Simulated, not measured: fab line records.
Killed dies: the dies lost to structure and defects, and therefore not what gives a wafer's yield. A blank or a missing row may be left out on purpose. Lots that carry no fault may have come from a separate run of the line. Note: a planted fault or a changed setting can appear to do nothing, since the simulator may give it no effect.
Split-lot trial	flow n5_finfet	21 wafers read from 7 lots, route of 1938 steps

## SPLIT DETAILS
At N5_WELL_APT_EXPOSE_05 (exposes mask NWELL, defocus 0 nm, target cd 200 nm), the setting dose_mj was moved away from the recipe's 20.3 on 7 of the 21 wafers read, by -6.8% to +5.6%. The other wafers ran this setting at the recipe's value.

## FROM THE SPLIT TO THE READING: what the file shows between them, 3 steps
- N5_WELL_APT_PEB_06: peb time 90 s
- N5_WELL_APT_DEVELOP_07: develop time 45 s
- N5_WELL_APT_HARDBAKE_12: time 120 s

## THE READING
Shown in nm: cd_nm at N5_WELL_APT_CD_MEAS_08, with target cd 200 nm. A value of 199.6 nm with a standard deviation of 1.7 nm is what fault-free wafers of this fab line usually give.

wafer	tool, chamber at the split	dose_mj as run	against the recipe	cd_nm, nm	against lot-mates on the recipe
L077.1	krf_scanner-02, 0	20.3	recipe	197.5	-
L077.5	krf_scanner-02, 0	20.3	recipe	196.0	-
L077.6	krf_scanner-02, 0	20.3	recipe	198.2	-
L079.1	krf_scanner-01, 0	20.3	recipe	200.6	-
L079.3	krf_scanner-01, 0	20.3	recipe	199.1	-
L079.4	krf_scanner-01, 0	20.3	recipe	198.9	-
L082.1	krf_scanner-02, 0	19.28	-5.0%	189.5	-8.0
L082.3	krf_scanner-02, 0	19.28	-5.0%	189.0	-8.5
L082.6	krf_scanner-02, 0	20.3	recipe	197.5	-
L083.1	krf_scanner-01, 0	20.3	recipe	195.7	-
L083.4	krf_scanner-01, 0	18.91	-6.8%	187.3	-8.4
L083.5	krf_scanner-01, 0	18.91	-6.8%	186.4	-9.3
L086.1	krf_scanner-01, 0	20.3	recipe	199.9	-
L086.2	krf_scanner-01, 0	21.43	+5.6%	208.9	+8.4
L086.3	krf_scanner-01, 0	20.3	recipe	201.1	-
L091.1	krf_scanner-02, 0	20.3	recipe	200.8	-
L091.2	krf_scanner-02, 0	20.3	recipe	200.9	-
L091.5	krf_scanner-02, 0	20.3	recipe	201.6	-
L095.3	krf_scanner-01, 0	20.3	recipe	203.0	-
L095.4	krf_scanner-01, 0	20.89	+2.9%	206.5	+3.5
L095.5	krf_scanner-01, 0	20.89	+2.9%	206.0	+3.0

THE FIT
A straight line over all 21 wafers: cd_nm changes by +1.91 nm for each +1% of dose_mj; r = +0.95; the points scatter about the line by 1.9 nm.
The same after taking each lot's own level away (the mean of its wafers on the recipe; 21 wafers): +1.4 nm for each +1%; r = +0.98; scatter 0.78 nm.
The reading moves by 9.6 nm for the largest change in dose_mj, on that fit.
Across the lots, their own levels run from 195.70 to 203.00 nm, a range of 4.3 times the standard deviation given above.
So the lot-to-lot level changes the slope: the two fits differ.
Check: for one of the wafers moved furthest among these (-6.8%), held out of the fit, the line's prediction against its lot-mates is -10.1 nm. It came out at -8.4 nm against them.

## THE WHOLE CHAIN: every reading that the file lists as answering this split, in the file's order
step	what it does	reading	change (the file's fit)	r (the file's)
N5_WELL_APT_CD_MEAS_08	target cd 200 nm	cd_nm	+1.41 nm for each +1% of the setting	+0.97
N5_WELL_APT_DESCUM_13	chemistry O2, time 7.9 s	WELL_APT.cd_nm (the simulator's own value, which no gauge read)	+1.43 nm for each +1% of the setting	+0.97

## FILE'S OWN FIT
cd_nm changes by +1.41 nm for each +1% of dose_mj, r = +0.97.
